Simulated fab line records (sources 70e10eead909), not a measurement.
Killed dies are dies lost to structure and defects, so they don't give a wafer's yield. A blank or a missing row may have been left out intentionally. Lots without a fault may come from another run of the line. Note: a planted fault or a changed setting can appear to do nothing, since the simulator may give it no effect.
fab line records	flow nand-harc
record lots=5	wafers=15	last-day=24
route steps=1159 shown P_CONTACT@226 END@1159
lots with no fault: from the same line, run without faults
start-h: hours from the record's opening day to when the first of the lot's shown wafers began	wait-h: time in hours since the lot's previous step	" same as the row above	L1.1+2: several wafers, shown together as one row	- value missing, or start not given	* or withheld: withheld	< > ~ a bound
route shown NAME@n: a module of which the file shows steps, and the number in the route of the first	usual: average and standard deviation across the fault-free wafers	same: alike in all rows	chamber/n: place in a boat	sites: readings site by site	_std_site: the values' standard deviation	_edge_site: outer sites' mean less inner sites'	radius-mm: for every site, how far away it sits from the centre of the wafer	mask NAME#n: copy n	behind: the last tool/chamber to shape the wafer	hold: what put the lot on hold/how long, in hours/how the hold closed	device: which transistor (n, p or np) failed to switch	end of line: the route-end tests of the same wafers	for a step that has no rows: nothing shown but its recipe	killed: dies that structure and defects cost at the first sort, which is not the same as the wafer's yield	map: a wafer's dies, marking killed ones x, the rest . and places with no die _
set.NAME: the setting as run; set.NAME@STEP: as run at that earlier step	model.NAME: the simulator's own value behind a step, which no gauge read
a table for each step, a row for each wafer; lots at some steps of the route
services: a tool's chamber out of use, with start hour (start-h, from the record's first day; less than 0 if before it), hours out, and reason
## steps
# step NHARC_P_CONTACT_COAT_06
# recipe spin-rpm=1500	resist-thk-nm=90
# step NHARC_P_CONTACT_SOFTBAKE_07
# recipe temp-c=105	time-s=55
# step NHARC_P_CONTACT_EBR_08
# step NHARC_P_CONTACT_EXPOSE_09
# recipe na=1.35	target-cd-nm=90	dose-mj=81.26	mask-id=P_CA
# step NHARC_P_CONTACT_PEB_10
# recipe peb-temp-c=100	peb-time-s=65
# step NHARC_P_CONTACT_DEVELOP_11
# recipe develop-time-s=35	dev-temp-c=23
# step NHARC_P_CONTACT_CD_MEAS_12
# recipe target-cd-nm=90	landing-energy-ev=500
# usual cd-nm=90.0/0.62
lot.wafer	tool	chamber	start-h	wait-h	cd-nm
L117.2	cd-sem-01	0	153.71	-	89.0
L117.4	"	0	"	"	90.4
L117.5	"	0	"	"	91.6
L125.2	cd-sem-02	0	202.43	-	89.5
L125.3	"	0	"	"	90.2
L125.6	"	0	"	"	89.5
L131.2	cd-sem-01	0	237.53	-	90.7
L131.3	"	0	"	"	89.9
L131.6	"	0	"	"	91.1
L133.4	cd-sem-02	0	241.75	-	89.4
L133.5	"	0	"	"	89.9
L133.6	"	0	"	"	89.9
L132.1	cd-sem-01	0	241.92	-	90.4
L132.3	"	0	"	"	90.0
L132.6	"	0	"	"	89.8
# step NHARC_P_CONTACT_OVL_MEAS_13
# usual overlay-x-nm=-0.1/0.82	overlay-y-nm=0.3/0.77
lot.wafer	tool	chamber	start-h	wait-h	overlay-x-nm	overlay-y-nm
L117.2	overlay-02	-	153.79	-	-0.4	0.6
L117.4	"	-	"	"	-0.3	0.9
L117.5	"	-	"	"	0.3	0.4
L125.2	overlay-02	-	202.51	-	-0.3	0.4
L125.3	"	-	"	"	-0.7	0.9
L125.6	"	-	"	"	-0.8	0.6
L131.2	overlay-02	-	237.63	-	-0.2	-0.5
L131.3	"	-	"	"	-0.7	-0.6
L131.6	"	-	"	"	-0.7	-0.3
L133.4	overlay-01	-	241.84	-	-0.6	1.5
L133.5	"	-	"	"	-0.1	0.8
L133.6	"	-	"	"	0.2	1.4
L132.1	overlay-02	-	242.01	-	-1.6	0.3
L132.3	"	-	"	"	-0.9	0.4
L132.6	"	-	"	"	-1.3	0.4
# step NHARC_P_CONTACT_INSPECT_14
# usual raw-defect-count=3.6/2.3
lot.wafer	tool	chamber	start-h	wait-h	raw-defect-count
L117.2	defect-inspect-02	-	153.83	0.0	4
L117.4	"	-	"	"	4
L117.5	"	-	"	"	3
L125.2	defect-inspect-01	-	202.55	0.0	5
L125.3	"	-	"	"	3
L125.6	"	-	"	"	9
L131.2	defect-inspect-02	-	237.66	0.0	1
L131.3	"	-	"	"	3
L131.6	"	-	"	"	3
L133.4	defect-inspect-01	-	241.87	0.0	2
L133.5	"	-	"	"	1
L133.6	"	-	"	"	1
L132.1	defect-inspect-01	-	242.05	0.0	2
L132.3	"	-	"	"	1
L132.6	"	-	"	"	1
# step NHARC_P_CONTACT_DESCUM_17
# recipe time-s=3	o2-flow-sccm=200	ar-flow-sccm=0	bias-power-w=0	chemistry=O2
# usual drypump-motor-current-A=5.72/0.29	oes-product-au=1.003/0.011	rf-vpp-V=58.1/0.85	showerhead-plenum-p-Torr=1.98/0.038	throttle-valve-pct=11.312/0.0089
# same time-s=3
lot.wafer	tool	chamber	start-h	wait-h	drypump-motor-current-A	oes-product-au	rf-hours-counter-h	rf-vpp-V	showerhead-plenum-p-Torr	throttle-valve-pct
L117.4	rie-diel-10	0	153.89	0.1	5.70	1.026	13	59.2	1.95	11.308
L117.2	"	3	"	"	5.83	1.001	12	58.2	2.06	11.314
L117.5	"	0	"	"	5.68	1.015	-	57.5	1.95	11.306
L125.2	rie-diel-04	0	202.61	0.1	5.72	1.013	31	58.6	1.99	11.306
L125.3	"	1	"	"	5.19	1.000	29	59.0	2.01	11.303
L125.6	"	1	"	"	5.16	1.015	-	57.4	2.01	11.315
L131.2	rie-diel-10	0	237.72	0.1	5.67	0.990	4	58.5	1.94	11.298
L131.3	"	3	"	"	5.88	0.989	5	56.8	2.06	11.299
L131.6	"	1	"	"	5.41	0.997	-	59.7	1.94	11.308
L133.4	rie-diel-10	0	241.93	0.1	5.66	0.999	5	58.7	1.94	11.313
L133.5	"	0	"	"	5.69	1.008	-	57.8	1.94	11.322
L133.6	"	1	"	"	5.40	0.987	-	58.6	1.94	11.311
L132.3	rie-diel-02	1	242.11	0.1	6.38	1.013	12	60.2	1.98	11.306
L132.1	"	3	"	"	5.63	0.988	12	58.1	2.02	11.293
L132.6	"	3	"	"	5.65	0.996	-	57.8	2.02	11.321
# step NHARC_P_CONTACT_ETCH_35
# recipe target-depth-a=390	over-etch-frac=0.3	time-s=65	ion-energy-ev=80	cf4-flow-sccm=150	ar-flow-sccm=0	rf-w=300	bias-w=100	chemistry=CF4
# usual drypump-motor-current-A=5.74/0.27	oes-product-au=1.003/0.01	rf-vpp-V=152.0/1	run-length-s=86.2/0.5	showerhead-plenum-p-Torr=1.83/0.035	throttle-valve-pct=13.283/0.0083
# same time-s=65
lot.wafer	tool	chamber	start-h	wait-h	drypump-motor-current-A	oes-product-au	rf-hours-counter-h	rf-vpp-V	run-length-s	showerhead-plenum-p-Torr	throttle-valve-pct
L117.4	rie-diel-10	1	153.99	0.1	5.41	1.004	13	151.5	87.1	1.79	13.280
L117.2	"	2	"	"	5.57	0.999	13	151.0	85.6	1.80	13.272
L117.5	"	3	"	"	5.86	1.005	-	153.5	87.3	1.89	13.278
L125.3	rie-diel-04	1	202.74	0.1	5.19	0.991	29	150.7	86.6	1.85	13.294
L125.2	"	3	"	"	6.03	1.017	32	151.5	86.3	1.77	13.293
L125.6	"	2	"	"	5.59	1.019	-	151.2	86.6	1.85	13.285
L131.2	rie-diel-10	1	237.82	0.1	5.41	1.003	5	150.7	87.0	1.79	13.302
L131.3	"	2	"	"	5.53	1.010	5	151.1	85.7	1.79	13.281
L131.6	"	3	"	"	5.86	0.998	-	154.6	86.7	1.89	13.276
L133.4	rie-diel-10	0	242.03	0.1	5.68	1.007	5	151.2	86.0	1.79	13.283
L133.6	"	3	"	"	5.87	1.008	-	153.3	86.7	1.89	13.304
L133.5	"	0	"	"	5.67	1.000	-	152.3	86.7	1.79	13.283
L132.3	rie-diel-02	1	242.21	0.1	6.32	1.015	12	153.5	85.8	1.82	13.278
L132.1	"	3	"	"	5.61	0.989	12	152.6	85.8	1.86	13.277
L132.6	"	3	"	"	5.61	0.991	-	153.6	86.0	1.86	13.276
# step NHARC_P_CONTACT_ETCH_36
# recipe target-depth-a=2600	over-etch-frac=0.25	time-s=406.25	ion-energy-ev=200	n2-flow-sccm=150	h2-flow-sccm=150	ar-flow-sccm=0	rf-w=400	bias-w=150	chemistry=N2/H2
# usual drypump-motor-current-A=5.74/0.29	oes-product-au=1.004/0.01	rf-vpp-V=432.5/1.4	run-length-s=427.5/0.51	showerhead-plenum-p-Torr=2.11/0.043	throttle-valve-pct=14.173/0.0094
# same time-s=406.25
lot.wafer	tool	chamber	start-h	wait-h	drypump-motor-current-A	oes-product-au	rf-hours-counter-h	rf-vpp-V	run-length-s	showerhead-plenum-p-Torr	throttle-valve-pct
L117.2	rie-diel-10	0	-	-	5.70	1.015	13	431.9	427.5	2.08	14.174
L117.4	"	2	"	"	5.57	0.992	13	430.9	427.0	2.07	14.180
L117.5	"	3	"	"	5.85	1.009	-	434.7	428.0	2.20	14.168
L125.2	rie-diel-04	0	-	-	5.75	1.009	31	432.6	427.0	2.13	14.173
L125.3	"	1	"	"	5.19	1.004	29	433.2	427.6	2.15	14.189
L125.6	"	1	"	"	5.19	1.006	-	432.9	427.4	2.15	14.183
L131.2	rie-diel-10	3	-	-	5.87	0.994	5	435.3	428.2	2.20	14.185
L131.3	"	0	"	"	5.66	1.002	4	431.7	427.5	2.07	14.169
L131.6	"	2	"	"	5.56	0.994	-	432.2	427.1	2.07	14.169
L133.4	rie-diel-10	3	-	-	5.83	0.994	6	434.9	427.8	2.20	14.168
L133.5	"	1	"	"	5.42	0.992	-	432.0	428.2	2.07	14.167
L133.6	"	2	"	"	5.59	0.999	-	432.2	426.7	2.07	14.156
L132.3	rie-diel-02	2	-	-	5.69	1.014	12	433.0	427.2	2.12	14.167
L132.1	"	3	"	"	5.65	0.997	12	435.0	427.1	2.15	14.176
L132.6	"	3	"	"	5.66	0.992	-	433.0	427.3	2.15	14.184
# step NHARC_P_CONTACT_ETCH_18
# recipe target-depth-a=4810	time-s=240.5	c4f8-flow-sccm=20	o2-flow-sccm=10	ar-flow-sccm=withheld	rf-w=600	bias-w=1500	chemistry=C4F8/O2/Ar
# usual oes-product-au=0.959/0.016	rf-vpp-V=982.8/2.8	run-length-s=261.7/0.52
lot.wafer	tool	chamber	start-h	wait-h	oes-product-au	rf-hours-counter-h	rf-vpp-V	run-length-s
L117.2	rie-diel-10	1	154.37	-	0.953	13	980.4	262.8
L117.4	"	0	"	"	0.988	13	979.8	207.2
L117.5	"	2	"	"	0.973	-	980.4	260.9
L125.3	rie-diel-04	1	203.18	-	0.953	29	984.1	262.1
L125.2	"	2	"	"	0.981	28	983.1	262.2
L125.6	"	3	"	"	0.963	-	977.3	261.8
L131.2	rie-diel-10	2	238.22	-	0.946	6	981.4	261.2
L131.3	"	3	"	"	0.942	5	987.2	262.3
L131.6	"	2	"	"	0.948	-	980.2	261.5
L133.4	rie-diel-10	0	242.43	-	0.952	5	980.2	261.4
L133.5	"	3	"	"	0.969	-	987.0	262.3
L133.6	"	0	"	"	0.957	-	980.8	261.5
L132.1	rie-diel-02	1	242.68	-	0.953	12	982.5	261.2
L132.3	"	3	"	"	0.963	12	984.5	261.4
L132.6	"	1	"	"	0.959	-	983.2	261.0
# step NHARC_P_CONTACT_STRIP_37
# recipe c4f8-flow-sccm=withheld	o2-flow-sccm=8	ar-flow-sccm=withheld	bias-w=0	chemistry=C4F8/O2/Ar
# step NHARC_END_SORT_01
# recipe temp-c=25
# usual killed-at-array=27/8.8	killed-at-other=0.4/0.82	killed-at-periphery=3.1/2.1	killed-dies=31/8.8	killed-open=3.3/2	killed-short=2.0/1.4
# same gross-dies=677
lot.wafer	tool	chamber	start-h	wait-h	killed-at-array	killed-at-other	killed-at-periphery	killed-dies	killed-open	killed-short
L117.2	prober-02	0	484.16	2.8	30	0	0	30	1	4
L117.4	prober-02	0	485.77	3.4	30	0	647	677	1	4
L117.5	prober-02	0	486.58	3.7	29	0	0	29	2	2
# killed by level:class
L117.2 A_CHANNEL_HOLE_D1:chamber-film-flake=13 A_STAIRCASE:chamber-film-flake=7 A_CONTACT:chamber-film-flake=3 A_SGD_CUT:geometric-particle:short=1 A_WL_FILL:geometric-particle:short=1 A_CONTACT:geometric-particle:short=1 A_CONTACT:geometric-particle:open=1 A_M0:geometric-particle:short=1
L117.4 P_CONTACT:area-etch=646 A_CHANNEL_HOLE_D1:chamber-film-flake=19 A_STAIRCASE:chamber-film-flake=6 A_SOURCE_PLATE:geometric-particle:short=1 A_STAIRCASE:geometric-particle:short=1 A_SGD_CUT:geometric-particle:short=1 A_WL_FILL:geometric-particle:open=1 A_CONTACT:geometric-particle:short=1
L117.5 A_CHANNEL_HOLE_D1:chamber-film-flake=15 A_STAIRCASE:chamber-film-flake=7 A_CONTACT:chamber-film-flake=2 A_CHANNEL_FILL_D1:geometric-particle:short=1 A_STAIRCASE:geometric-particle:short=1 A_SGD_CUT:geometric-particle:open=1 A_WL_FILL:geometric-particle:open=1 A_SLIT:chamber-film-flake=1
# map L117.4 (x killed, . not)
____________x____________
_________xxxxxxx_________
_______xxxxxxxxxxx_______
______xxxxxxxxxxxxx______
_____xxxxxxxxxxxxxxx_____
____xxxxxxxxxxxxxxxxx____
____xxxxxxxxxxxxxxxxx____
___xxxxxxxxxxxxxxxxxxx___
___xxxxxxxxxxxxxxxxxxx___
__xxxxxxxxxxxxxxxxxxxxx__
__xxxxxxxxxxxxxxxxxxxxx__
_xxxxxxxxxxxxxxxxxxxxxxx_
_xxxxxxxxxxxxxxxxxxxxxxx_
_xxxxxxxxxxxxxxxxxxxxxxx_
_xxxxxxxxxxxxxxxxxxxxxxx_
_xxxxxxxxxxxxxxxxxxxxxxx_
xxxxxxxxxxxxxxxxxxxxxxxxx
xxxxxxxxxxxxxxxxxxxxxxxxx
xxxxxxxxxxxxxxxxxxxxxxxxx
xxxxxxxxxxxxxxxxxxxxxxxxx
xxxxxxxxxxxxxxxxxxxxxxxxx
_xxxxxxxxxxxxxxxxxxxxxxx_
_xxxxxxxxxxxxxxxxxxxxxxx_
_xxxxxxxxxxxxxxxxxxxxxxx_
_xxxxxxxxxxxxxxxxxxxxxxx_
_xxxxxxxxxxxxxxxxxxxxxxx_
__xxxxxxxxxxxxxxxxxxxxx__
__xxxxxxxxxxxxxxxxxxxxx__
___xxxxxxxxxxxxxxxxxxx___
___xxxxxxxxxxxxxxxxxxx___
____xxxxxxxxxxxxxxxxx____
____xxxxxxxxxxxxxxxxx____
_____xxxxxxxxxxxxxxx_____
______xxxxxxxxxxxxx______
_______xxxxxxxxxxx_______
_________xxxxxxx_________
____________x____________
# map L131.3 (x killed, . not)
____________.____________
_________......._________
_______..........._______
______.............______
_____..............._____
____..............x..____
____.................____
___..........x.x.x....___
___.........x...x.....___
__.....x.....xxxx.....x__
__..............x......__
_.............xxxx......_
_............xxxxxx....._
_....x.....x....x......._
_..............xx......._
_..............x........_
.........x...............
......................x..
.........................
.........................
.......x.................
_......................._
_......................._
_......................x_
_......................._
_..............x........_
__.....................__
__.........x....x......__
___...................___
___...x.......x.......___
____.................____
____.....x...........____
_____............x.._____
______...........x.______
_______..........._______
_________......._________
____________.____________
## services
tool	chamber	start-h	hours	kind
rie-diel-10	0	131.00	-	clean
rie-diel-10	1	131.00	-	clean
rie-diel-10	2	131.00	-	clean
rie-diel-10	3	131.00	-	clean
rie-diel-02	3	146.40	16.2	repair
rie-diel-02	-	150.70	9.0	pm
rie-diel-10	0	155.52	-	clean
rie-diel-10	1	155.52	-	clean
rie-diel-10	2	155.52	-	clean
rie-diel-10	3	155.52	-	clean
rie-diel-04	2	157.57	3.5	repair
rie-diel-02	0	161.30	121.7	repair
rie-diel-02	3	172.27	4.1	repair
rie-diel-10	-	176.50	9.0	pm
rie-diel-10	0	176.50	9.0	vent-cycle
rie-diel-10	1	176.50	9.0	vent-cycle
rie-diel-10	2	176.50	9.0	vent-cycle
rie-diel-10	3	176.50	9.0	vent-cycle
rie-diel-10	0	185.50	-	clean
rie-diel-10	1	185.50	-	clean
rie-diel-10	2	185.50	-	clean
rie-diel-10	3	185.50	-	clean
rie-diel-10	-	190.90	0.1	repair
rie-diel-10	0	210.45	7.4	repair
## key
first-sign step=NHARC_P_CONTACT_ETCH_18	reading=run-length-s	direction=down	sigmas=99+	usual=*	struck=*
effect step=NHARC_END_SORT_01	reading=killed-at-periphery	direction=up	sigmas=99+	usual=3.1	struck=647
more-kills-born-at NHARC_P_CONTACT_ETCH_18@rie-diel-10=646
met-at NHARC_P_CONTACT_ETCH_18
struck-wafers L117.4
later-rows-left-out L117.4
tester-left-out L117
fault kind=process-parameter-drift	tool=rie-diel-10	chamber=0	onset-h=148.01	steps=NHARC_P_CONTACT_ETCH_18	channel=time-s	offset=*	shape=step	end-h=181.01	acts-in=*	stated=*
# tester-left-out: of these lots the tester's yield and bins aren't shown, on N5 and GAA mostly nor the transistor test; their killed dies are dies lost to structure and defects alone, not to doping, threshold or leakage, so they don't give the yield
# later-rows-left-out: the simulator's readings of these wafers behind a module that went badly wrong aren't trusted and aren't shown, but for the sort
